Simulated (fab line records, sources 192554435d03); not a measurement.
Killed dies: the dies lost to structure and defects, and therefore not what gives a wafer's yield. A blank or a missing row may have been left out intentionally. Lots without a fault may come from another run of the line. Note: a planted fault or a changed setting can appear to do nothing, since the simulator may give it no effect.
A lot that was struck, set against a sound lot | flow n5 finfet | 17 steps out of a route of 1938
Sound: the wafers L879.4, L879.5, L879.6. Struck: wafer L878.4. (L878.3 of the same lot was not struck and is left out.) The cause comes at the end.
At each step with rows: each side's tool, then ch and its chambers, then its first start. Under that, the readings that differ: sound wafers | struck wafers | difference of the means | sigmas: that difference in standard deviations of wafers without a fault.
alike: readings whose means differ by less than 2 such deviations, and words and numbers that are the same on both sides. not compared: withheld readings, readings that some wafer has no value for, bounds like >300 that may hide the same value, and numbers for which the record gives no deviation and whose values overlap.
Wherever a step has rows on one side only, a row that says differs or no value, or a row with sigmas, the two part there. Numbers that don't overlap but have no deviation are shown without sigmas and don't part them. A reading missing from all wafers of one side parts the sides only when that side holds two or more wafers.

N5_SD_EPI_N_INSPECT_26: inspects for defects (darkfield).
  sound: defect inspect-02 at day 8 18:05; struck: defect inspect-01 at day 8 10:43
  alike: raw defect count
then, 8 steps without rows for these wafers: N5_SD_EPI_P_COAT_34 (time 60 s, resist thk 350 nm); N5_SD_EPI_P_COAT_35 (time 60 s, resist thk 35 nm); N5_SD_EPI_P_COAT_03 (resist thk 150 nm); N5_SD_EPI_P_EBR_05; N5_SD_EPI_P_SOFTBAKE_04 (time 60 s); N5_SD_EPI_P_EXPOSE_06 (exposes mask SD P BLK, target cd 240 nm); N5_SD_EPI_P_PEB_07 (peb time 60 s); N5_SD_EPI_P_DEVELOP_08 (develop time 30 s).
N5_SD_EPI_P_CD_MEAS_09 targets a cd of 240 nm.
  sound on cd sem-01 ch 0, day 8 18:29; struck on cd sem-02 ch 0, day 8 11:07
  alike: cd nm
N5_SD_EPI_P_OVL_MEAS_10:
  sound on overlay-02 ch 0, day 8 18:31; struck on overlay-01 ch 0, day 8 11:08
  alike: SD_P_BLK_OVL
N5_SD_EPI_P_INSPECT_11: inspects for defects (macro).
  sound: defect inspect-01 at day 8 18:32; struck: defect inspect-01 at day 8 11:10
  alike: raw defect count
N5_SD_EPI_P_DESCUM_14: chemistry O2, time 7.9 s.
  sound on rie diel-03 ch 1,2, day 8 18:38; struck on rie diel-04 ch 3, day 8 11:23
  reading                                             | sound             | struck | difference | sigmas
  drypump motor current A (A)                         | 6.1 6.1 6.3       | 5.4    | -0.8       | -2
  model.CAR-ArF-block_of_SD_EPI_P_COAT_03.thk nm (nm) | 143.8 143.6 143.8 | 143.2  | -0.5       |
  alike: bias power w, oes product au, rf fwd power W, rf vpp V, showerhead plenum p Torr, throttle valve pct
  not compared: rf hours counter h
N5_SD_EPI_P_ETCH_36: etches SiARC in CF4, target depth 45.5 nm, time 75.8 s.
  sound on rie diel-03 ch 1,2, day 8 18:40; struck on rie diel-04 ch 3, day 8 11:25
  reading                                             | sound           | struck | difference | sigmas
  drypump motor current A (A)                         | 6.1 6.1 6.3     | 5.4    | -0.8       | -2
  model.CAR-ArF-block_of_SD_EPI_P_COAT_03.thk nm (nm) | 111.4 111 111.2 | 110.6  | -0.6       |
  alike: etch rf on time s, oes product au, rf fwd power W, rf vpp V, showerhead plenum p Torr, throttle valve pct
  not compared: rf hours counter h
N5_SD_EPI_P_ETCH_37: etches SOC in N2/H2, overetch 108 nm, time 486 s.
  sound on rie diel-03 ch 1,2, day 8 18:44; struck on rie diel-04 ch 3, day 8 11:28
  reading                     | sound       | struck | difference | sigmas
  drypump motor current A (A) | 6.1 6.1 6.3 | 5.4    | -0.8       | -2
  alike: oes product au, rf fwd power W, rf vpp V, showerhead plenum p Torr, throttle valve pct
  not compared: rf hours counter h
-- record jumps: 5 days separate the struck wafers' starts on either side; left off in module SD_EPI_P, taken up again in module BEOL_M4, whose first shown step is the route's number 1111 --
N5_BEOL_M4_RC_MEAS_101:
  sound on prober-02 ch 0, day 13 22:50; struck on prober-01 ch 0, day 13 10:31
  reading       | sound       | struck | difference | sigmas
  ION_P (uA/um) | 470 467 466 | 454    | -14        | -2
  alike: DIBL_N, DIBL_P, IOFF_N, IOFF_P, ION_N, SS_N, SS_P, VT_N, VT_P
next, for these wafers, 1 step has no rows: N5_PASSIVATION_PROBE_49.

## WHERE THEY PART
Earliest at N5_SD_EPI_P_DESCUM_14; latest, in this record, at N5_BEOL_M4_RC_MEAS_101.

WHY: what the simulator had put in
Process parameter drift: rie diel-04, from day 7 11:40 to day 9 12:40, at N5_SD_EPI_P_DESCUM_14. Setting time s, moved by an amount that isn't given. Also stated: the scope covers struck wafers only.
